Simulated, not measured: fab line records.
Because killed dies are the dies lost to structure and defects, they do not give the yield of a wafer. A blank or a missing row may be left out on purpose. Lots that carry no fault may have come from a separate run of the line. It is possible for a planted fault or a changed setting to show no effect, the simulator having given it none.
Chamber matching | flow nand harc | pecvd-04 running NHARC_P_M1_DEP_33: 3 sister chambers
The step deposits SiCN, target thk 30 nm. 3 wafers are shown with their chamber, then 7 later ones without.

== WAFERS PAIRED WITH THEIR CHAMBERS ==
wafer  | chamber | heater power w (W)
L340.1 | 1       | 681
L341.4 | 2       | 551
L341.5 | 0       | 537

== WAFERS WITH NO CHAMBER GIVEN ==
wafer  | heater power w (W)
L341.6 | 646
L344.1 | 660
L344.4 | 661
L344.6 | 560
L345.3 | 593
L345.4 | 569
L345.6 | 521

== CHAMBER TAKEN BY EACH ==
wafer  | from the rows above          | in truth
L341.6 | 1                            | 1
L344.1 | 1                            | 1
L344.4 | 1                            | 1
L344.6 | can't be placed: 2 or 0      | 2
L345.3 | can't be placed: 2 or 0 or 1 | 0
L345.4 | can't be placed: 2 or 0      | 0
L345.6 | can't be placed: 0 or 2      | 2
Placed correctly: 3 of 7. Cannot be placed on the basis of these rows: 4; the candidates contain the true chamber in 4. Wrongly placed: 0.
How it was worked out, from the rows above alone: a wafer's distance from a chamber is the root of the sum, over the readings, of the square of ((its reading less the chamber's mean) divided by the reading's scatter). The wafer belongs to the nearest chamber; if the next one is less than 2 further off, it can't be placed. Each chamber's mean is taken over the wafers shown for it. The scatter (one wafer shown for each chamber): square how far every hidden wafer sits from the nearest shown wafer, average those squares and take the square root.
